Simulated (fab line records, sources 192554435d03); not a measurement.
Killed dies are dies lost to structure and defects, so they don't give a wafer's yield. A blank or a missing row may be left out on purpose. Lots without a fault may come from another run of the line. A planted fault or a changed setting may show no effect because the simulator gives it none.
A struck lot beside a sound one | flow n5_finfet | 15 steps out of a route of 1938
Sound: wafers L855.2, L855.3, L855.4. Struck: wafers L857.3, L857.5. (L857.6 of the same lot was not struck and is left out.) The cause comes at the end.
At each step with rows: each side's tool, then ch and its chambers, then its first start. Under that, the readings that differ: sound wafers | struck wafers | difference of the means | sigmas: that difference in standard deviations of wafers without a fault.
alike: readings whose means differ by less than 2 such deviations, and words and numbers that are the same on both sides. not compared: withheld readings, readings that some wafer has no value for, bounds like >300 that may hide the same value, and numbers for which the record gives no deviation and whose values overlap.
The two part at a step that has a row with sigmas, a row that says differs or no value, or rows on one side only. Numbers that don't overlap but have no deviation are shown without sigmas and don't part them. A reading that every wafer of one side lacks parts them only if that side has two wafers or more.

N5_DUMMY_GATE_ETCH_29: etches underlayer in N2/H2, target depth 13 nm.
  sound on rie_diel-04 ch 0,1,2, day 6 22:29; struck on rie_diel-02 ch 0,2, day 7 10:05
  alike: drypump_motor_current_A, h2_flow_sccm, n2_flow_sccm, oes_product_au, rf_fwd_power_W, rf_vpp_V, showerhead_plenum_p_Torr, throttle_valve_pct
  not compared: rf_hours_counter_h
then, 1 step without rows for these wafers: N5_DUMMY_GATE_ETCH_36 (etches SiARC in CF4, target depth 13 nm).
N5_DUMMY_GATE_ETCH_37: etches SOC in N2/H2, target depth 60 nm, overetch 30 nm.
  sound on rie_diel-04 ch 0,1,2, day 6 22:34; struck on rie_diel-02 ch 1,2, day 7 10:10
  alike: drypump_motor_current_A, h2_flow_sccm, n2_flow_sccm, oes_product_au, rf_fwd_power_W, rf_vpp_V, showerhead_plenum_p_Torr, throttle_valve_pct
  not compared: rf_hours_counter_h
then, 4 steps without rows for these wafers: N5_DUMMY_GATE_STRIP_38 (strips in N2/H2); N5_DUMMY_GATE_STRIP_39 (strips in N2/H2); N5_DUMMY_GATE_TRIM_49 (chemistry O2, time 29 s, target cd 14 nm); N5_DUMMY_GATE_STRIP_40 (strips in CF4).
N5_DUMMY_GATE_CD_MEAS_50: target cd 14 nm.
  sound on cd_sem-03, day 6 22:56; struck on cd_sem-02, day 7 10:25
  reading    | sound          | struck    | difference | sigmas
  cd_nm (nm) | 13.1 13.4 13.5 | 14.2 14.2 | +0.9       | +3
N5_DUMMY_GATE_ETCH_31: etches SiO2 in C4F6/O2, target depth 82.5 nm, time 27.5 s.
  sound on rie_diel-04 ch 0,1,2, day 6 23:01; struck on rie_diel-04 ch 0,3, day 7 10:27
  alike: drypump_motor_current_A, oes_o_777_au, oes_product_au, rf_fwd_power_W, rf_vpp_V, showerhead_plenum_p_Torr, throttle_valve_pct
  not compared: rf_hours_counter_h
then, 2 steps without rows for these wafers: N5_DUMMY_GATE_STRIP_41 (strips in O2); N5_DUMMY_GATE_HM_OPEN_21 (chemistry CH3F/O2, target SiNx, target depth 120 nm, time 171.4 s).
N5_DUMMY_GATE_ETCH_32: etches SiO2 in CF4, target depth 3.5 nm, time 3.9 s.
  sound on rie_si-04 ch 0,1,2, day 6 23:16; struck on rie_si-04 ch 3, day 7 10:42
  reading               | sound             | struck      | difference | sigmas
  oes_product_au (a.u.) | 1.008 1.004 1.009 | 0.973 0.982 | -0.029     | -2
  alike: drypump_motor_current_A, rf_fwd_power_W, throttle_valve_pct
  not compared: rf_hours_counter_h
N5_DUMMY_GATE_ETCH_23: etches poly-Si in HBr/Cl2/O2, target depth 41 nm, time 22.3 s.
  sound on rie_si-04 ch 0,1,2, day 6 23:17; struck on rie_si-04 ch 3, day 7 10:44
  reading                  | sound             | struck      | difference | sigmas
  oes_o_777_au (a.u.)      | 1.05 1.08 1.00    | 0.94 0.94   | -0.10      | -2
  oes_product_au (a.u.)    | 1.010 0.989 0.999 | 0.773 0.773 | -0.226     | -21
  model.etch.depth_nm (nm) | 40.84 40.89 40.68 | 28.14 27.89 | -12.79     |
  alike: HBr_flow_sccm, drypump_motor_current_A, rf_fwd_power_W, throttle_valve_pct
  not compared: rf_hours_counter_h
N5_DUMMY_GATE_ETCH_44: etches poly-Si in HBr/O2, stops on SiO2, target depth 127.5 nm.
  sound on rie_si-04 ch 0,1,2, day 6 23:21; struck on rie_si-04 ch 3, day 7 10:47
  alike: HBr_flow_sccm, drypump_motor_current_A, oes_product_au, rf_fwd_power_W, throttle_valve_pct
  not compared: rf_hours_counter_h
-- the record jumps here: 5 days lie between the struck wafers' starts before and after (it left off in module DUMMY_GATE and takes up again in module BEOL_M4, whose first step shown is number 1111 of the route) --
N5_BEOL_M4_RC_MEAS_101:
  sound on prober-02 ch 0, day 12 05:26; struck on prober-02 ch 0, day 12 10:55
  alike: DIBL_N, DIBL_P, IOFF_N, IOFF_P, ION_N, ION_P, SS_N, SS_P, VT_N, VT_P

WHERE THEY PART
First at N5_DUMMY_GATE_CD_MEAS_50; last, within this record, at N5_DUMMY_GATE_ETCH_23. Later steps at which nothing parts them and some readings are alike: N5_DUMMY_GATE_ETCH_44, N5_BEOL_M4_RC_MEAS_101.

WHY: what the simulator had put in
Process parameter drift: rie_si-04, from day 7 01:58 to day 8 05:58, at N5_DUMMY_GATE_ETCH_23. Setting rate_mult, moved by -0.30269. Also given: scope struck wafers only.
